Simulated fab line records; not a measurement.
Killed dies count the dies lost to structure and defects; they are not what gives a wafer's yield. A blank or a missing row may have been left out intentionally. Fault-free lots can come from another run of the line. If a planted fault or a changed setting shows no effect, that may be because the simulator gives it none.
A sampling plan put to the test	flow n5 finfet	19 faults told of in these records, all on one fab line, each judged by the records of the lots it struck
Plan = the line's own looks (route steps where a gauge or an inspection reads the wafer without altering it). A look is open to judgement when struck wafers have a number at it and the file gives its usual mean and standard deviation on fault-free wafers. Caught: 4 or more of those standard deviations (sigma) separate the usual mean from the mean of the struck wafers at a look after the fault's first step. On the tool: the same test on the tool's own readings at the fault's steps. A different recipe on the struck wafers counts as caught too, as does a record blank only for those wafers.

== THE FAULTS, as the simulator had put them in ==
1. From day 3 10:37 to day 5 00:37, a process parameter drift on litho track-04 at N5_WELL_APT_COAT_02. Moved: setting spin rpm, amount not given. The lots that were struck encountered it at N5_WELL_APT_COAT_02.
2. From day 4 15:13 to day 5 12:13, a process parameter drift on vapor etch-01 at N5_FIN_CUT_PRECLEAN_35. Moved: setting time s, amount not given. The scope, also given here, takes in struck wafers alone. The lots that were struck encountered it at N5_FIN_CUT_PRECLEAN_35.
3. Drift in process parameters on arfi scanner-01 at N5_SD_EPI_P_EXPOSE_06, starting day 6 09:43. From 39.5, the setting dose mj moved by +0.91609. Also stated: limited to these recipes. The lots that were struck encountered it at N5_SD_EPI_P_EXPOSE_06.
4. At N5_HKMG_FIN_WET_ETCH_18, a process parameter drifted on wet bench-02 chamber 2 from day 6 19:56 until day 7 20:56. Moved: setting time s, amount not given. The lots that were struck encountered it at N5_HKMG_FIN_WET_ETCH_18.
5. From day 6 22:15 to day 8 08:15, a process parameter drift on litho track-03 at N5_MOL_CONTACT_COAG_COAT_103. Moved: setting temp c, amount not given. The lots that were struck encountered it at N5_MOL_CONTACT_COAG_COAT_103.
6. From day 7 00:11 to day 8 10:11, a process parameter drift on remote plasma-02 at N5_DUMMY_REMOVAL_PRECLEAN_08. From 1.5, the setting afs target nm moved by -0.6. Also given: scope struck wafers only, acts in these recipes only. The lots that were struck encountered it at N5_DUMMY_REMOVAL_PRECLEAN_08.
7. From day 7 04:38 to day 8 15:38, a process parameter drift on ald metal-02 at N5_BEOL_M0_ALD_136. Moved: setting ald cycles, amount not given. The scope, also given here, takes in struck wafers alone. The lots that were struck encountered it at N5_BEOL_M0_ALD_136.
8. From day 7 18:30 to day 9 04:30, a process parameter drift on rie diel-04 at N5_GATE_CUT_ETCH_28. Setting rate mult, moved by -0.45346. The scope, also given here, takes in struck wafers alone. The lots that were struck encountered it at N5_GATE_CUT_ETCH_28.
9. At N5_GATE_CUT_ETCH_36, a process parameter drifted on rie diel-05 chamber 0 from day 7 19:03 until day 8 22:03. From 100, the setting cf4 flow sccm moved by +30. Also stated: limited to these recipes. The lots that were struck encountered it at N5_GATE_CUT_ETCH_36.
10. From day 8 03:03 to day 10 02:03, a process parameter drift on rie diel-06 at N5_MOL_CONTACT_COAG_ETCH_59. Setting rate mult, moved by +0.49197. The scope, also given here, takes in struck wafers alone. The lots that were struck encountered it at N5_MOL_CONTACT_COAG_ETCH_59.
11. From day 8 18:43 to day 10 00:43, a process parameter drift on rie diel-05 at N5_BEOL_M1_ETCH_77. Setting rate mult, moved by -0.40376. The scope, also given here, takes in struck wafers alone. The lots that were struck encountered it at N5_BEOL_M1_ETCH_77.
12. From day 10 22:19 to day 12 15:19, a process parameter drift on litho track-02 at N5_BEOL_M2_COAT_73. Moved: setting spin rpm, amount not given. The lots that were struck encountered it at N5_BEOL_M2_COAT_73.
13. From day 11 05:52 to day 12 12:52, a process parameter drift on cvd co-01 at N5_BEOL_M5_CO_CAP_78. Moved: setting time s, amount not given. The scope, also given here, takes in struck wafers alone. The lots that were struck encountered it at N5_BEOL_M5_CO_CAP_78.
14. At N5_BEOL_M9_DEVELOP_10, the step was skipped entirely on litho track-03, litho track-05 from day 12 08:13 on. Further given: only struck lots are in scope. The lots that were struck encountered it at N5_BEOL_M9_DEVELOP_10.
15. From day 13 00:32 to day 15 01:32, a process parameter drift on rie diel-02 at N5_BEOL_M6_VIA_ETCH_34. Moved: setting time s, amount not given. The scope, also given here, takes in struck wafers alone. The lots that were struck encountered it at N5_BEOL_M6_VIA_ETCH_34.
16. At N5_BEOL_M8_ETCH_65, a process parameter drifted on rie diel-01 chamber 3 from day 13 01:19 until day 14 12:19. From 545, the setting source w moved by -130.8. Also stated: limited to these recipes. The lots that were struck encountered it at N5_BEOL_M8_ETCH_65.
17. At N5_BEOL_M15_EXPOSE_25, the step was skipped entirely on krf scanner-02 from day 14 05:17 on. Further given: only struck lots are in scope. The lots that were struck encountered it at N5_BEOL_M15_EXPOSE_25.
18. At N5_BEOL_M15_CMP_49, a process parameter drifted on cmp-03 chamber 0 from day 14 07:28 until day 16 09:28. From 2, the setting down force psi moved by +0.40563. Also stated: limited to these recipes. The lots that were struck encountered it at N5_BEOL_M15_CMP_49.
19. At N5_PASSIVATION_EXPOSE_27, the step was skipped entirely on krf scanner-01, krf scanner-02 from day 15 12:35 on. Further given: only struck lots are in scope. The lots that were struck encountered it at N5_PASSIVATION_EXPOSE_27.

== WHAT THE PLAN SAW ==
fault	on the tool itself	first look that catches it	reading, sigma	median hours from its first step to that look	hours from the fault's start to the first struck lot there	judged looks passed uncaught
1	spin speed rpm +52 sigma	none of the 2 looks that can be judged after it	-	-	-	2
2	under 2 sigma	not the one look that can be judged after it	-	-	-	1
3	only faintly: exposure dose mJ cm2 +3.8 sigma	none of the 2 looks that can be judged after it	strongest: cd nm at N5_SD_EPI_P_CD_MEAS_09, +2.6	-	-	2
4	no reading that can be judged	N5_BEOL_M4_RC_MEAS_101	VT_N_LONG +42	106.5	108	0
5	plate temp C +17 sigma	not the one look that can be judged after it	-	-	-	1
6	no reading that can be judged	N5_BEOL_M4_RC_MEAS_101	EOT_N +53	110.2	115	0
7	under 2 sigma	not the one look that can be judged after it	-	-	-	1
8	etch rf on time s +38 sigma	not the one look that can be judged after it	-	-	-	1
9	cf4 flow sccm +97 sigma	not the one look that can be judged after it	strongest: ION_P at N5_BEOL_M4_RC_MEAS_101, +2.7	-	-	1
10	etch rf on time s -12 sigma	not the one look that can be judged after it	-	-	-	1
11	etch rf on time s +41 sigma	not the one look that can be judged after it	-	-	-	1
12	spin speed rpm +99 or beyond sigma	not the one look that can be judged after it	-	-	-	1
13	run length s -59 sigma	no look after it can be judged	-	-	-	0
14	the tool's record is blank for the struck wafers	no look after it can be judged	-	-	-	0
15	run length s +48 sigma	no look after it can be judged	-	-	-	0
16	rf fwd power W -62 sigma	not the one look that can be judged after it	-	-	-	1
17	no reading that can be judged	no look after it can be judged	-	-	-	0
18	head pressure psi +94 sigma	no look after it can be judged	-	-	-	0
19	no reading that can be judged	no look after it can be judged	-	-	-	0
A dash: this means the fault isn't caught or the number doesn't appear in these records.

Caught at a look: 2 of 19. Caught on the tool: 12 of 19. By one or the other: 14 of 19.
Caught on the tool alone: faults 1, 5, 8, 9, 10, 11, 12, 13, 14, 15, 16, 18.
Caught at a look alone: faults 4, 6.
Caught by neither: faults 2, 3, 7, 17, 19.

== THINNER SAMPLING ==
If the look that catches a fault measured only every second or every third lot, by lot number, the first struck lot would be measured this late in the worst case:
fault	struck lots at that look, in order of time	every lot	every second lot	every third lot
4	L584	108 h	may miss it	may miss it
6	L204, L209	115 h	140 h	may miss all 2
Hours are from the fault's start to the first struck lot that is measured. Since the struck wafers were tested as one group against 4 sigma, a single lot by itself may lie under the limit. Other struck lots may not be in these records.

== THE LONGEST TIMED WAY FROM STEP TO LOOK ==
Fault 6: a median of 110.2 hours passes between N5_DUMMY_REMOVAL_PRECLEAN_08 and N5_BEOL_M4_RC_MEAS_101. No look between them can be judged.
